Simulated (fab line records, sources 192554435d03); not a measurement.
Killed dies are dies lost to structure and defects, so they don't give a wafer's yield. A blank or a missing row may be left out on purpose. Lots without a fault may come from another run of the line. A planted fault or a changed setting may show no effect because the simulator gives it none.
Which tool did it? | flow n5_finfet | 12 lots, 36 wafers sampled, at 2 steps of a route of 1938

WHAT THE GAUGES READ, wafer by wafer
N5_DUMMY_GATE_CD_MEAS_24: target cd 15 nm.
lot  | measured    | on        | cd_nm (nm)
L075 | day 3 07:46 | cd_sem-02 | 14.9 15.8 15.3
L077 | day 3 20:40 | cd_sem-01 | 14.2 14.2 14.2
L079 | day 4 11:17 | cd_sem-03 | 14.3 14.6 13.9
L081 | day 4 22:38 | cd_sem-03 | 14.8 15.0 14.2
L083 | day 5 06:13 | cd_sem-01 | 14.8 15.2 15.1
L085 | day 5 20:02 | cd_sem-03 | 15.3 15.0 14.9
L087 | day 6 06:00 | cd_sem-02 | 14.5 14.7 14.9
L089 | day 6 23:56 | cd_sem-01 | 15.2 15.5 15.1
L091 | day 7 11:17 | cd_sem-03 | 15.1 15.2 14.4
L093 | day 7 19:23 | cd_sem-01 | 14.8 15.4 14.8
L095 | day 8 14:38 | cd_sem-01 | 15.2 15.7 14.9
L096 | day 9 05:34 | cd_sem-03 | 16.1 15.6 15.5

WHICH TOOL RAN EACH LOT (tool, then ch and the chambers of the sampled wafers, then the start)
lot  | N5_DUMMY_GATE_STRIP_40
L075 | rie_diel-01 ch 0,3, day 3 07:13
L077 | rie_diel-01 ch 0,2,3, day 3 20:03
L079 | rie_diel-04 ch 1,3, day 4 10:44
L081 | rie_diel-01 ch 0,1, day 4 22:00
L083 | rie_diel-05 ch 1,2,3, day 5 05:25
L085 | rie_diel-01 ch 0,1,2, day 5 19:29
L087 | rie_diel-01 ch 0,1, day 6 05:10
L089 | rie_diel-01 ch 0,2,3, day 6 23:23
L091 | rie_diel-01 ch 1,2,3, day 7 10:37
L093 | rie_diel-01 ch 0,1,3, day 7 18:51
L095 | rie_diel-04 ch 0,1,3, day 8 14:02
L096 | rie_diel-04 ch 0,2, day 9 05:01
- N5_DUMMY_GATE_STRIP_40: strips in CF4.

THE ANSWER, worked out from the rows above alone
Rule: what is usual is taken from the lots themselves. Put in order of their means at a reading, lots are off if they are a third of the lots or fewer, leave a main group of 4 or more, and stand apart from it by a gap of 3 or more times the standard deviation of the main group's means; of several such gaps the widest counts. A main group whose means are all the same, to the digits that the tables above print for the reading, isn't used. A lot without any number at a reading at which 4 lots or more have one is off too. The other lots that the step has rows for count as sound.
No lot is off at any reading shown: from this, nothing can be told.

WHAT THE SIMULATOR HAD PUT IN
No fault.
